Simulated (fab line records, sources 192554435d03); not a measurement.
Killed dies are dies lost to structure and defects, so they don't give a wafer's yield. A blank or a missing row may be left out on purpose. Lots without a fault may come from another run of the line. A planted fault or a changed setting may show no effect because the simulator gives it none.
A struck lot beside a sound one | flow n5_finfet | 15 steps out of a route of 1938
Sound: wafers L416.1, L416.2, L416.6. Struck: wafer L425.3. (L425.2, L425.5 of the same lot were not struck and are left out.) The cause comes at the end.
At each step with rows: each side's tool, then ch and its chambers, then its first start. Under that, the readings that differ: sound wafers | struck wafers | difference of the means | sigmas: that difference in standard deviations of wafers without a fault.
alike: readings whose means differ by less than 2 such deviations, and words and numbers that are the same on both sides. not compared: withheld readings, readings that some wafer has no value for, bounds like >300 that may hide the same value, and numbers for which the record gives no deviation and whose values overlap.
The two part at a step that has a row with sigmas, a row that says differs or no value, or rows on one side only. Numbers that don't overlap but have no deviation are shown without sigmas and don't part them. A reading that every wafer of one side lacks parts them only if that side has two wafers or more.

N5_HKMG_FIN_INSPECT_61: inspects for defects (macro).
  sound on defect_inspect-02, day 5 15:00; struck on defect_inspect-02, day 7 18:34
  alike: raw_defect_count
N5_HKMG_FIN_DESCUM_53: chemistry O2, time 7.9 s.
  sound on rie_diel-05 ch 0,1,3, day 5 15:11; struck on rie_diel-05 ch 2, day 7 18:37
  reading                         | sound             | struck | difference | sigmas
  rf_vpp_V (V)                    | 244.9 244.4 245.6 | 241.0  | -4.0       | -3
  showerhead_plenum_p_Torr (Torr) | 2.22 2.17 2.24    | 2.02   | -0.19      | -3
  alike: drypump_motor_current_A, oes_product_au, throttle_valve_pct
  not compared: rf_hours_counter_h
then, 3 steps without rows for these wafers: N5_HKMG_FIN_ETCH_54 (etches SiARC in CF4, target depth 45.5 nm, time 75.8 s); N5_HKMG_FIN_ETCH_55 (etches SOC in N2/H2, target depth 240 nm, time 300 s); N5_HKMG_FIN_STRIP_56 (strips in N2/H2).
N5_HKMG_FIN_STRIP_57: strips in CF4.
  sound on rie_diel-05 ch 0,1,3, day 5 15:28; struck on rie_diel-05 ch 2, day 7 18:53
  reading                         | sound             | struck | difference | sigmas
  rf_vpp_V (V)                    | 272.7 272.4 273.8 | 269.2  | -3.8       | -3
  showerhead_plenum_p_Torr (Torr) | 1.86 1.85 1.90    | 1.78   | -0.09      | -2
  alike: drypump_motor_current_A, oes_product_au, throttle_valve_pct
  not compared: rf_hours_counter_h
N5_HKMG_FIN_ETCH_58: etches SOC in N2/H2, target depth 215.8 nm, time 741 s.
  sound on rie_diel-05 ch 0,1,3, day 5 15:29; struck on rie_diel-05 ch 2, day 7 18:55
  reading                         | sound          | struck | difference | sigmas
  showerhead_plenum_p_Torr (Torr) | 2.66 2.61 2.68 | 2.48   | -0.17      | -2
  alike: drypump_motor_current_A, oes_product_au, rf_vpp_V, throttle_valve_pct
  not compared: rf_hours_counter_h
N5_HKMG_FIN_STRIP_93: strips SOC in N2/H2, time 20 s.
  sound on rie_diel-05 ch 0,1,3, day 5 15:55; struck on rie_diel-05 ch 2, day 7 19:20
  reading                         | sound          | struck | difference | sigmas
  showerhead_plenum_p_Torr (Torr) | 3.51 3.44 3.54 | 3.28   | -0.22      | -2
  alike: drypump_motor_current_A, oes_product_au, rf_vpp_V, throttle_valve_pct
  not compared: rf_hours_counter_h
then, 1 step without rows for these wafers: N5_HKMG_FIN_WET_ETCH_76 (etches Al2O3 in dNH4OH, stops on La2O3, target depth 2.25 nm, rinse time 30 s).
N5_HKMG_FIN_STRIP_60: strips in N2/H2, time 360 s.
  sound on plasma_asher-02 ch 0,1, day 5 16:04; struck on plasma_asher-01 ch 1, day 7 19:29
  reading            | sound       | struck | difference | sigmas
  heater_power_w (W) | 504 419 429 | 546    | +95        | +2
  alike: drypump_motor_current_A
  not compared: rf_hours_counter_h
then, 2 steps without rows for these wafers: N5_HKMG_FIN_WET_ETCH_77 (etches La2O3 in dHCl, stops on HfO2, target depth 2 nm); N5_HKMG_FIN_WET_ETCH_78 (etches Al2O3 in dNH4OH, stops on La2O3, target depth 4.5 nm, rinse time 30 s).
N5_HKMG_FIN_ALD_79: deposits TiN, target thk 1.5 nm, pulse time 1 s, purge time 3 s.
  sound on ald_metal-03 ch 1,3, day 5 16:33; struck on ald_metal-03 ch 3, day 7 19:59
  reading                      | sound | struck | difference | sigmas
  co_reactant_pulse_time_s (s) | 2 2 2 | 1.7923 | -0.2077    |
  alike: heater_power_w, precursor_pulse_height_rel
  not compared: since_wet_clean_h
then, 2 steps without rows for these wafers: N5_HKMG_FIN_CVD_62 (deposits a-Si from Si2H6, target thk 3 nm, time 20.8 s); N5_PASSIVATION_PROBE_49.

WHERE THEY PART
First at N5_HKMG_FIN_DESCUM_53; last, within this record, at N5_HKMG_FIN_STRIP_60. Later steps at which nothing parts them and some readings are alike: N5_HKMG_FIN_ALD_79.

WHY: what the simulator had put in
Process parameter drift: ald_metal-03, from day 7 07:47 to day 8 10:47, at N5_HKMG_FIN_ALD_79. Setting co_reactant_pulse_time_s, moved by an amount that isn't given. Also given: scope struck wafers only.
